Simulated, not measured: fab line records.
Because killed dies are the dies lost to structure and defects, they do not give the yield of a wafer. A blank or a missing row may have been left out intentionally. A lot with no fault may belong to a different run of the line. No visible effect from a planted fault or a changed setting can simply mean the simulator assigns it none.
fab line records	flow n5Finfet
record: lots: 5	wafers: 15	lastDay: 17
route steps=1938 shown FIN_SAQP@126 BEOL_M4@1111 PASSIVATION@1936
lots that met no fault: from a run of the same line without faults
startH: the number of hours between the record's first day and the start of the first shown wafer of the lot	waitH: hours since the lot's step before	" identical to the entry in the row above	L1.1+2: one row covering several wafers at once	- either no value or no given start	* or withheld: withheld	< > ~ a bound
route shown NAME@n: names a module that has steps shown in the file, with the first one's number in the route	usual: mean/standard deviation of fault-free wafers	same: alike in all rows	chamber/n: place in a boat	sites: the reading at each site	_std_site: standard deviation across them	_edge_site: outer sites' mean less inner sites'	radiusMm: for every site, how far away it sits from the centre of the wafer	mask NAME#n: copy n	behind: tool/chamber where the wafer was last shaped	hold: the reason the lot was held/the length of the hold in hours/how it ended	device: the transistor (n, p or np) that didn't switch	end of line: tests run on the same wafers once the route is complete	a step with no rows: only its recipe	killed: not the wafer's yield, but the dies lost to structure and defects at the first sort	map: the dies of a wafer, with x for killed, . for not killed, _ for no die there
set.NAME: setting as actually run; set.NAME@STEP: the setting as run at that earlier step	model.NAME: the simulator's own value behind a step, which no gauge read
lots seen at some steps along the route; tables by step, rows by wafer
services: when a tool's chamber went out of use (startH, in hours from the record's first day, below 0 if earlier), for how many hours, and the reason
== steps ==
step: N5_FIN_SAQP_SPACER1_ETCHBACK_25
recipe: chemistry: CHF3/O2	mode: anisotropicEtchback	target: SiO2	targetDepthA: 244	timeS: 12.2	pressureMtorr: 30	sourceW: 650	biasW: 170	Ar_flow_sccm: 200	CHF3_flow_sccm: 50	O2_flow_sccm: 5	ionEnergyEv: 200
step: N5_FIN_SAQP_MANDREL1_REMOVE_56
recipe: chemistry: HBr/Cl2/O2	btTimeS: 10	target: a-Si	stopOn: SiNx	endpoint: OES-SiCl	overEtchFrac: 1	icpW: 600	biasW: 22	HBr_flow_sccm: 150	Cl2_flow_sccm: 80	O2_flow_sccm: 5	pressureMtorr: 10
usual: HBr_flow_sccm: 150.0/0.46	chamberPressureMTorr: 10.000/0.0092	drypumpMotorCurrentA: 5.65/0.27	mfcCl2Sccm: 80.01/0.26	oesProductAu: 1.000/0.02	throttleValvePct: 36.8/0.33
lot.wafer	tool	chamber	startH	waitH	HBr_flow_sccm	chamberPressureMTorr	drypumpMotorCurrentA	mfcCl2Sccm	oesProductAu	rfHoursCounterH	throttleValvePct
L288.2	rieSi-05	2	24.30	0.1	149.6	9.997	5.90	79.81	1.016	174	36.6
L288.3	"	3	"	"	149.6	10.010	5.80	80.59	0.990	68	36.9
L288.5	"	2	"	"	150.0	10.011	5.93	80.26	1.027	-	36.6
L297.1	rieSi-03	1	77.76	0.1	150.4	10.003	5.63	80.19	0.969	131	36.9
L297.4	"	2	"	"	149.9	10.014	6.17	79.86	1.030	110	36.9
L297.6	"	2	"	"	150.2	9.988	6.14	79.72	1.034	-	36.9
L301.1	rieSi-06	0	102.03	0.1	149.8	10.013	5.38	79.69	0.995	17	36.6
L301.2	"	2	"	"	150.9	10.017	5.06	79.76	1.022	63	36.3
L301.3	"	3	"	"	150.5	10.005	5.70	80.33	0.989	89	36.9
L302.3	rieSi-03	1	107.79	0.1	150.0	10.010	5.60	80.10	0.974	132	36.9
L302.5	"	1	"	"	150.0	9.998	5.59	79.85	0.974	-	36.9
L302.6	"	2	"	"	149.8	9.987	6.14	80.08	1.033	-	36.9
L303.2	rieSi-06	3	113.74	0.1	150.6	9.987	5.73	79.93	0.990	89	36.9
L303.3	"	0	"	"	149.8	9.996	5.40	79.99	0.992	18	36.5
L303.4	"	3	"	"	150.1	10.009	5.72	80.08	0.979	-	36.9
step: N5_FIN_SAQP_CD_MEAS_27
recipe: targetCdNm: 20	landingEnergyEv: 1000	detector: seInlens	polarity: line
usual: cdNm: 20.32/0.22
lot.wafer	tool	chamber	startH	waitH	cdNm
L288.2	cdSem-03	0	24.41	0.1	20.26
L288.3	"	0	"	"	20.36
L288.5	"	0	"	"	20.40
L297.1	cdSem-02	0	77.87	0.1	20.10
L297.4	"	0	"	"	20.21
L297.6	"	0	"	"	20.17
L301.1	cdSem-02	0	102.14	0.1	20.37
L301.2	"	0	"	"	20.23
L301.3	"	0	"	"	20.13
L302.3	cdSem-03	0	107.90	0.1	20.30
L302.5	"	0	"	"	20.18
L302.6	"	0	"	"	20.52
L303.2	cdSem-03	0	113.86	0.1	20.27
L303.3	"	0	"	"	20.32
L303.4	"	0	"	"	20.34
step: N5_FIN_SAQP_ETCH_57
recipe: chemistry: CH3F/O2	target: SiNx	maskMaterial: SiO2	targetDepthA: 325	timeS: 46.4	pressureMtorr: 30	sourceW: 395	biasW: 73	Ar_flow_sccm: 150	CH3F_flow_sccm: 30	O2_flow_sccm: 20	ionEnergyEv: 120	ends: cleared
usual: CH3F_flow_sccm: 29.98/0.082	chamberPressureMTorr: 30.000/0.026	drypumpMotorCurrentA: 5.7/0.38	etchRfOnTimeS: 46.3/1	oesProductAu: 0.66/0.079	rfVppV: 299/4.2	showerheadPlenumPTorr: 1.99/0.095	throttleValvePct: 16.47/0.17
lot.wafer	tool	chamber	startH	waitH	CH3F_flow_sccm	chamberPressureMTorr	drypumpMotorCurrentA	etchRfOnTimeS	oesProductAu	rfHoursCounterH	rfVppV	showerheadPlenumPTorr	throttleValvePct
L288.2	rieDiel-03	3	24.45	0.0	30.06	29.971	5.5	47.3	0.62	181	305	2.08	16.44
L288.3	"	0	"	"	29.92	29.995	5.7	45.7	0.68	106	304	1.85	16.38
L288.5	"	1	"	"	29.97	29.974	5.8	48.2	0.60	-	292	2.07	16.32
L297.1	rieDiel-03	1	78.15	0.3	30.07	29.965	5.8	45.5	0.59	214	292	2.06	16.36
L297.4	"	3	"	"	30.02	30.011	5.5	47.1	0.60	200	305	2.08	16.50
L297.6	"	1	"	"	29.93	30.029	5.8	47.3	0.58	-	292	2.06	16.37
L301.1	rieDiel-04	2	102.19	0.0	30.03	29.957	6.0	45.9	0.81	14	301	1.96	16.27
L301.2	"	1	"	"	30.02	29.971	6.0	45.9	0.58	238	301	1.96	16.41
L301.3	"	0	"	"	29.94	29.989	6.2	45.1	0.81	7	299	2.15	16.53
L302.3	rieDiel-05	0	107.95	0.0	30.02	29.993	5.4	46.7	0.61	216	297	1.97	16.59
L302.5	"	0	"	"	30.02	29.995	5.4	46.6	0.61	-	295	1.97	16.60
L302.6	"	3	"	"	30.03	30.040	4.9	46.7	0.80	-	295	2.13	16.17
L303.2	rieDiel-05	0	113.99	0.1	29.98	29.985	5.5	46.6	0.61	219	297	1.97	16.58
L303.3	"	1	"	"	30.12	30.020	5.5	45.4	0.78	28	305	2.04	16.39
L303.4	"	3	"	"	29.83	30.007	4.9	46.9	0.78	21	295	2.13	16.20
step: N5_FIN_SAQP_ETCH_65
recipe: chemistry: CF4	target: SiO2	targetDepthA: 40	ionEnergyEv: 350	timeS: 4.4	pressureMtorr: 10	icpW: 800	biasW: 400	cf4FlowSccm: 80
step: N5_FIN_SAQP_MANDREL_ETCH_58
recipe: chemistry: HBr/Cl2	target: a-Si	targetDepthA: 450	btTimeS: 10	stopOn: SiNx	maskMaterial: SiO2	overEtchFrac: 0.8	timeS: 27	pressureMtorr: 10	icpW: 800	biasW: 75	HBr_flow_sccm: 150	Cl2_flow_sccm: 80	ends: endPoint
step: N5_FIN_SAQP_RECESS_63
recipe: chemistry: HF/NH3	target: SiO2	targetDepthA: 180	afsCycles: 3	tempC: 30	sublimationTempC: 180	sublimationTimeS: 60
usual: drypumpMotorCurrentA: 5.7/0.37	sublimationTempC: 180.00/0.16
lot.wafer	tool	chamber	startH	waitH	drypumpMotorCurrentA	sublimationTempC
L288.2	vaporEtch-01	1	24.67	0.1	5.4	179.99
L288.3	"	1	"	"	5.4	180.13
L288.5	"	0	"	"	6.3	179.70
L297.1	vaporEtch-01	1	78.37	0.1	5.4	179.92
L297.4	"	0	"	"	6.3	179.95
L297.6	"	0	"	"	6.3	179.96
L301.1	vaporEtch-01	1	102.41	0.1	5.4	180.13
L301.2	"	0	"	"	6.3	180.04
L301.3	"	0	"	"	6.3	180.14
L302.3	vaporEtch-02	0	108.29	0.2	5.4	180.19
L302.5	"	1	"	"	5.7	180.07
L302.6	"	0	"	"	5.4	179.95
L303.2	vaporEtch-01	1	114.21	0.1	5.4	179.94
L303.3	"	0	"	"	6.3	180.31
L303.4	"	1	"	"	5.4	179.86
step: N5_FIN_SAQP_COAT_68
recipe: resist: SOC	tempC: 250	timeS: 60	spinRpm: 1500	resistThkNm: 100
step: N5_FIN_SAQP_ETCH_69
recipe: chemistry: N2/H2	target: SOC	targetDepthA: 1500	stopOn: SiNx	ionEnergyEv: 100	biasW: 61	pressureMtorr: 30	sourceW: 850	n2FlowSccm: 200	h2FlowSccm: 200
step: N5_FIN_SAQP_ETCH_67
recipe: chemistry: CH3F/O2	target: SiNx	targetDepthA: 300	maskMaterial: SOC	pressureMtorr: 30	sourceW: 395	biasW: 73	Ar_flow_sccm: 150	CH3F_flow_sccm: 30	O2_flow_sccm: 20	ionEnergyEv: 120
usual: CH3F_flow_sccm: 29.99/0.091	chamberPressureMTorr: 30.002/0.026	drypumpMotorCurrentA: 5.7/0.37	oesProductAu: 0.77/0.088	rfVppV: 299/4	showerheadPlenumPTorr: 1.99/0.088	throttleValvePct: 16.51/0.18
lot.wafer	tool	chamber	startH	waitH	CH3F_flow_sccm	chamberPressureMTorr	drypumpMotorCurrentA	oesProductAu	rfHoursCounterH	rfVppV	showerheadPlenumPTorr	throttleValvePct
L288.2	rieDiel-04	2	25.25	0.0	29.95	30.025	6.0	0.70	243	301	1.97	16.77
L288.3	"	0	"	"	29.88	30.017	6.2	0.71	239	295	1.90	16.95
L288.5	"	2	"	"	29.91	29.998	6.0	0.69	-	300	1.97	16.76
L297.1	rieDiel-05	1	78.88	0.0	30.12	29.964	5.5	0.94	14	302	2.04	16.39
L297.4	"	0	"	"	30.11	29.948	5.4	0.72	204	295	1.97	16.59
L297.6	"	0	"	"	30.12	30.016	5.4	0.71	-	298	1.97	16.60
L301.1	rieDiel-03	2	102.92	0.0	30.23	29.997	5.6	0.74	146	294	2.02	16.43
L301.2	"	0	"	"	30.08	29.985	5.8	0.76	136	305	1.84	16.47
L301.3	"	1	"	"	30.12	30.002	5.8	0.67	223	292	2.06	16.41
L302.3	rieDiel-03	1	108.68	0.0	30.01	29.986	5.8	0.67	226	291	2.06	16.40
L302.5	"	3	"	"	30.01	29.994	5.5	0.69	-	304	2.07	16.53
L302.6	"	2	"	"	30.09	29.997	5.6	0.74	-	294	2.02	16.43
L303.2	rieDiel-05	1	114.72	0.0	30.04	30.027	5.5	0.91	28	303	2.04	16.42
L303.3	"	0	"	"	29.84	29.998	5.4	0.71	219	297	1.97	16.61
L303.4	"	3	"	"	30.07	29.966	4.9	0.91	22	296	2.13	16.21
step: N5_FIN_SAQP_STRIP_70
recipe: chemistry: N2/H2	powerW: 500	tempC: 40	pressureMtorr: 50	rfFrequencyHz: 6e+07	overashFraction: 0.3	biasPowerW: 28	h2Frac: 0.5	n2FlowSccm: 300	h2FlowSccm: 300
step: N5_FIN_SAQP_RECESS_71
recipe: chemistry: HF/NH3	target: SiO2	targetDepthA: 30	afsCycles: 1	tempC: 30	sublimationTempC: 180	sublimationTimeS: 60
usual: drypumpMotorCurrentA: 5.7/0.37	sublimationTempC: 179.98/0.16
lot.wafer	tool	chamber	startH	waitH	drypumpMotorCurrentA	sublimationTempC
L288.2	vaporEtch-02	0	25.35	0.0	5.4	179.89
L288.3	"	0	"	"	5.3	179.93
L288.5	"	1	"	"	5.7	180.10
L297.1	vaporEtch-02	0	78.98	0.0	5.4	180.03
L297.4	"	1	"	"	5.7	180.02
L297.6	"	1	"	"	5.7	180.18
L301.1	vaporEtch-01	1	103.02	0.0	5.4	179.98
L301.2	"	0	"	"	6.3	180.23
L301.3	"	0	"	"	6.3	180.36
L302.3	vaporEtch-02	0	108.82	0.1	5.3	180.13
L302.5	"	1	"	"	5.7	179.82
L302.6	"	0	"	"	5.4	179.85
L303.2	vaporEtch-01	1	114.82	0.0	5.4	179.83
L303.3	"	1	"	"	5.4	179.92
L303.4	"	0	"	"	6.3	179.97
step: N5_FIN_SAQP_SPACER2_ALD_28
recipe: material: SiO2	targetThkA: 81	tempC: 300	aldPrecursorFamily: BDEAS	aldCoReactant: O2-plasma	pulseTimeS: 1	purgeTimeS: 2	coReactantPurgeTimeS: 2	pressureTorr: 2
usual: heaterPowerOuterW: 275/30	heaterPowerW: 488/38	precursorPulseHeightRel: 0.999/0.02	susceptorTempC: 299.99/0.17
lot.wafer	tool	chamber	startH	waitH	heaterPowerOuterW	heaterPowerW	precursorPulseHeightRel	susceptorTempC
L288.2	aldSin-02	1	25.49	0.1	299	496	0.994	299.93
L288.3	"	3	"	"	282	465	0.998	299.98
L288.5	"	3	"	"	283	477	0.963	300.04
L297.1	aldSin-04	0	79.12	0.1	267	511	1.018	299.87
L297.4	"	3	"	"	342	556	0.974	299.91
L297.6	"	3	"	"	351	553	1.027	300.10
L301.1	aldSin-02	2	103.16	0.1	256	479	1.004	300.04
L301.2	"	3	"	"	290	471	0.976	299.81
L301.3	"	1	"	"	305	514	0.991	299.78
L302.3	aldSin-04	2	108.92	0.1	294	518	0.977	300.00
L302.5	"	3	"	"	315	512	1.049	291.75
L302.6	"	0	"	"	260	514	0.995	299.97
L303.2	aldSin-01	0	114.97	0.1	239	422	0.982	300.06
L303.3	"	1	"	"	271	495	1.014	299.93
L303.4	"	2	"	"	228	450	1.006	299.77
step: N5_FIN_SAQP_SPACER2_ETCHBACK_29
recipe: chemistry: CHF3/O2	mode: anisotropicEtchback	target: SiO2	targetDepthA: 122	timeS: 6.1	pressureMtorr: 30	sourceW: 650	biasW: 170	Ar_flow_sccm: 200	CHF3_flow_sccm: 50	O2_flow_sccm: 5	ionEnergyEv: 200
step: N5_BEOL_M4_RC_MEAS_101
usual: DIBL_N: 35.3/1.8	DIBL_P: 35.2/2.2	IOFF_N: 0.144/0.029	IOFF_P: 0.19/0.031	ION_N: 670/12	ION_P: 460/7.6	SS_N: 71.2/0.62	SS_P: 73.0/0.69	VT_N: 251/3.4	VT_P: -251.4/2.6
lot.wafer	tool	chamber	startH	waitH	DIBL_N[mV/V]	DIBL_P[mV/V]	IOFF_N[nA/um]	IOFF_P[nA/um]	ION_N[uA/um]	ION_P[uA/um]	SS_N[mV/dec]	SS_P[mV/dec]	VT_N[mV]	VT_P[mV]
L288.2	prober-01	0	171.89	0.2	37.8	37.2	0.162	0.23	676	466	71.4	73.9	250	-251.8
L288.3	"	0	"	"	40.0	38.1	0.197	0.24	681	465	72.3	74.1	250	-249.9
L288.5	"	0	"	"	36.7	35.9	0.145	0.21	668	467	71.4	73.1	253	-250.3
L297.1	prober-02	0	240.59	0.0	36.7	36.3	0.160	0.20	674	458	72.1	73.6	249	-250.1
L297.4	"	0	"	"	34.7	34.0	0.131	0.17	670	454	70.5	72.6	250	-256.4
L297.6	"	0	"	"	37.4	37.5	0.193	0.24	690	472	71.4	74.2	245	-249.8
L301.1	prober-01	0	246.89	0.0	35.2	35.1	0.136	0.20	687	474	72.1	73.2	253	-251.8
L301.2	"	0	"	"	36.1	36.6	0.165	0.22	683	465	71.6	73.4	248	-247.2
L301.3	"	0	"	"	37.2	37.3	0.169	0.23	687	468	73.0	73.4	248	-251.0
L302.3	prober-01	0	277.67	0.3	38.4	38.8	0.187	0.22	684	458	71.9	72.6	247	-249.0
L302.5	"	0	"	"	36.4	36.0	0.153	0.20	683	463	71.7	73.1	249	-250.9
L302.6	"	0	"	"	37.2	36.6	0.172	0.20	681	457	71.9	72.6	250	-251.9
L303.2	prober-02	0	280.35	0.2	36.1	36.2	0.176	0.20	683	466	71.4	72.9	247	-247.2
L303.3	"	0	"	"	37.5	38.8	0.196	0.25	680	462	72.0	74.0	248	-248.1
L303.4	"	0	"	"	39.8	40.5	0.249	0.26	678	454	72.7	74.2	246	-248.5
step: N5_PASSIVATION_PROBE_49
usual: defectLimitedYield: 91.0/1.4	killed_at_M0_to_M3: 36/10	killed_at_M4_up: 15/5	killedAtContacts: 12/6.1	killedAtFrontEnd: 40/13	killedAtOther: 3.8/2.9	killedDies: 106/16	killedOpen: 68/12	killedShort: 35/8.2	sort_bin_5_function: 5.2/0.9	sort_bin_6_memory: 3.4/0.71	sortNPass: 1073/17	sortYieldPct: 91.0/1.5
same: grossDies: 1180	killedAtBackSide: 0	sort_bin_4_leakage[%]: 0	sort_bin_8_speed[%]: 0
lot.wafer	tool	chamber	startH	waitH	defectLimitedYield[%]	killed_at_M0_to_M3	killed_at_M4_up	killedAtContacts	killedAtFrontEnd	killedAtOther	killedDies	killedOpen	killedShort	sort_bin_5_function[%]	sort_bin_6_memory[%]	sortNPass	sortYieldPct[%]
L288.2	prober-01	-	282.30	0.1	92.1	31	18	11	27	6	93	53	37	4.8	2.5	1087	92.1
L288.3	prober-01	-	282.35	0.1	90.8	34	16	21	34	3	108	73	33	5.0	3.8	1072	90.8
L288.5	prober-01	-	282.45	0.2	91.8	23	9	29	28	8	97	66	28	4.9	3.0	1083	91.8
L297.1	prober-01	-	377.19	0.4	93.0	31	9	16	24	3	83	57	25	3.8	3.0	1097	93.0
L297.4	prober-01	-	377.34	0.6	91.6	35	10	19	33	2	99	63	32	5.0	3.1	1081	91.6
L297.6	prober-01	-	377.44	0.7	92.7	23	15	24	21	3	86	57	29	4.8	2.5	1094	92.7
L301.1	prober-01	-	377.49	0.7	91.4	37	10	9	45	1	102	71	30	5.0	3.6	1078	91.4
L301.2	prober-01	-	377.54	0.8	90.9	36	15	26	28	2	107	80	25	5.3	3.5	1073	90.9
L301.3	prober-01	-	377.59	0.8	88.8	28	16	14	70	4	132	79	50	7.3	3.6	1048	88.8
L302.3	prober-01	-	392.40	0.1	90.0	46	12	3	48	9	118	81	34	5.3	4.6	1062	90.0
L302.5	prober-01	-	392.50	0.2	90.9	42	7	11	43	4	107	66	32	4.5	3.7	1073	90.9
L302.6	prober-01	-	392.55	0.3	90.5	51	18	10	26	7	112	75	36	6.6	2.7	1068	90.5
L303.2	prober-02	-	395.79	0.1	91.2	43	15	8	35	3	104	66	35	5.1	3.6	1076	91.2
L303.3	prober-02	-	395.84	0.1	91.7	39	18	9	29	3	98	62	30	5.2	2.5	1082	91.7
L303.4	prober-02	-	395.89	0.2	90.4	50	22	28	12	1	113	79	33	5.8	3.4	1067	90.4
killed by level:class
L288.2 STI_FIN_REVEAL:geometricParticle:open=8 MOL_CONTACT_COAG:geometricParticle:open=7 BEOL_M0_SAQP:geometricParticle:short=6 BEOL_M5:geometricParticle:open=6 BEOL_M0_SAQP:geometricParticle:open=5 BEOL_M0:geometricParticle:open=5 BEOL_M1:geometricParticle:short=5 BEOL_M1:geometricParticle:open=5
L288.3 MOL_CONTACT_COAG:geometricParticle:open=16 STI_FIN_REVEAL:geometricParticle:open=9 BEOL_M4:geometricParticle:open=9 BEOL_M1:geometricParticle:open=8 BEOL_M2:geometricParticle:open=8 BEOL_M0_SAQP:geometricParticle:short=7 BEOL_M0_SAQP:geometricParticle:open=6 FIN_SAQP:geometricParticle:short=5
L288.5 MOL_CONTACT_COAG:geometricParticle:open=22 STI_FIN_REVEAL:geometricParticle:open=7 MOL_CONTACT_COAG:geometricParticle:short=7 BEOL_M0_SAQP:geometricParticle:open=7 ILD0:geometricParticle:open=4 BEOL_M0_SAQP:geometricParticle:short=4 PASS1_CAP:geometricParticle:open=4 STARTING-WAFER:geometricParticle:open=4
L297.1 MOL_CONTACT_COAG:geometricParticle:open=13 BEOL_M2:geometricParticle:open=8 BEOL_M3:geometricParticle:open=7 BEOL_M0_SAQP:geometricParticle:open=5 BEOL_M0_SAQP:geometricParticle:short=4 STARTING-WAFER:geometricParticle:short=4 FIN_SAQP:geometricParticle:open=3 FIN_SAQP:geometricParticle:short=3
L297.4 MOL_CONTACT_COAG:geometricParticle:open=16 BEOL_M2:geometricParticle:open=10 ILD0:geometricParticle:short=6 BEOL_M1:geometricParticle:open=6 BEOL_M4:geometricParticle:open=6 BEOL_M0_SAQP:geometricParticle:short=5 FIN_SAQP:geometricParticle:short=4 BEOL_M0_SAQP:geometricParticle:open=4
L297.6 MOL_CONTACT_COAG:geometricParticle:open=18 BEOL_M4:geometricParticle:open=8 MOL_CONTACT_COAG:geometricParticle:short=6 BEOL_M2:geometricParticle:open=6 BEOL_M3:geometricParticle:open=4 STARTING-WAFER:geometricParticle:short=4 FIN_SAQP:geometricParticle:short=3 BEOL_M0_SAQP:geometricParticle:open=3
L301.1 BEOL_M3:geometricParticle:open=11 FIN_SAQP:geometricParticle:short=10 DUMMY_GATE:geometricParticle:open=9 BEOL_M2:geometricParticle:open=9 MOL_CONTACT_COAG:geometricParticle:open=8 BEOL_M4:geometricParticle:open=7 BEOL_M0_SAQP:geometricParticle:short=6 STI_FIN_REVEAL:geometricParticle:open=5
L301.2 MOL_CONTACT_COAG:geometricParticle:open=22 BEOL_M3:geometricParticle:open=13 STI_FIN_REVEAL:geometricParticle:open=9 BEOL_M4:geometricParticle:open=7 BEOL_M0_SAQP:geometricParticle:open=5 BEOL_M0_SAQP:geometricParticle:short=5 MOL_CONTACT_COAG:geometricParticle:short=4 BEOL_M1:geometricParticle:open=4
L301.3 STI_FIN_REVEAL:geometricParticle:open=22 FIN_SAQP:geometricParticle:short=17 FIN_SAQP:geometricParticle:open=10 MOL_CONTACT_COAG:geometricParticle:open=9 BEOL_M0_SAQP:geometricParticle:open=8 BEOL_M3:geometricParticle:open=8 BEOL_M0_SAQP:geometricParticle:short=7 DUMMY_GATE:geometricParticle:open=5
L302.3 FIN_SAQP:geometricParticle:open=15 STI_FIN_REVEAL:geometricParticle:open=13 BEOL_M0_SAQP:geometricParticle:open=12 BEOL_M2:geometricParticle:open=9 BEOL_M0_SAQP:geometricParticle:short=8 BEOL_M3:geometricParticle:open=8 FIN_SAQP:geometricParticle:short=5 BEOL_M2:geometricParticle:short=5
L302.5 BEOL_M2:geometricParticle:open=11 BEOL_M0_SAQP:geometricParticle:short=9 HKMG_FIN:areaEtch=9 FIN_SAQP:geometricParticle:short=8 STI_FIN_REVEAL:geometricParticle:open=8 MOL_CONTACT_COAG:geometricParticle:open=8 BEOL_M3:geometricParticle:open=7 BEOL_M0_SAQP:geometricParticle:open=6
L302.6 BEOL_M0_SAQP:geometricParticle:open=17 BEOL_M0_SAQP:geometricParticle:short=13 FIN_SAQP:geometricParticle:open=9 MOL_CONTACT_COAG:geometricParticle:open=8 BEOL_M2:geometricParticle:open=8 BEOL_M4:geometricParticle:open=6 BEOL_M1:geometricParticle:open=5 BEOL_M1:geometricParticle:short=5
L303.2 BEOL_M2:geometricParticle:open=10 MOL_CONTACT_COAG:geometricParticle:open=7 BEOL_M4:geometricParticle:open=7 ILD0:geometricParticle:short=6 ILD0:geometricParticle:open=6 BEOL_M1:geometricParticle:short=6 FIN_SAQP:geometricParticle:open=5 BEOL_M0_SAQP:geometricParticle:short=5
L303.3 BEOL_M4:geometricParticle:open=10 BEOL_M2:geometricParticle:open=9 MOL_CONTACT_COAG:geometricParticle:open=8 BEOL_M3:geometricParticle:open=8 FIN_SAQP:geometricParticle:short=4 BEOL_M0_SAQP:geometricParticle:open=4 BEOL_M1:geometricParticle:open=4 BEOL_M2:geometricParticle:short=4
L303.4 MOL_CONTACT_COAG:geometricParticle:open=22 BEOL_M2:geometricParticle:open=14 BEOL_M4:geometricParticle:open=11 BEOL_M3:geometricParticle:open=11 MOL_CONTACT_COAG:geometricParticle:short=5 BEOL_M1:geometricParticle:open=5 BEOL_M4:geometricParticle:short=5 BEOL_M0_SAQP:geometricParticle:short=4
== services ==
tool	chamber	startH	hours	kind
aldSin-01	1	5.01	2.1	repair
vaporEtch-01	-	15.57	1.5	repair
rieSi-05	0	15.89	1.3	repair
rieSi-03	-	26.09	2.8	pm
rieSi-03	0	30.35	5.1	repair
rieDiel-05	1	31.86	-	clean
rieDiel-05	1	31.86	-	consumableReplace:focusRing
rieDiel-05	1	31.86	15.0	scheduledDown
rieDiel-05	1	31.86	15.0	ventCycle
aldSin-01	1	53.47	5.8	repair
rieSi-05	0	53.87	3.9	repair
aldSin-04	1	63.54	2.9	repair
aldSin-04	2	64.22	4.0	repair
aldSin-02	1	65.88	6.1	repair
vaporEtch-02	0	65.90	2.8	repair
rieSi-06	2	72.61	4.5	repair
aldSin-01	0	78.08	1.3	repair
rieSi-06	1	91.38	24.7	repair
rieSi-05	0	105.60	3.3	repair
rieSi-06	3	106.73	3.9	repair
rieDiel-04	2	111.08	2.3	repair
vaporEtch-02	1	111.79	8.0	repair
vaporEtch-02	0	113.24	43.2	repair
rieDiel-04	0	114.22	9.2	repair
== key ==
firstSign: step: N5_FIN_SAQP_SPACER2_ALD_28	reading: susceptorTempC	direction: down	sigmas: 49	usual: *	struck: *
effect none on later readings
metAt N5_FIN_SAQP_SPACER2_ALD_28
struckWafers L302.5
onsetBetween 79.12 108.92
fault: kind: processParameterDrift	tool: aldSin-04	chamber: 3	onsetH: 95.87	steps: N5_FIN_SAQP_SPACER2_ALD_28	channel: tempC	offset: *	shape: step	endH: 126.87	actsIn: *	stated: *
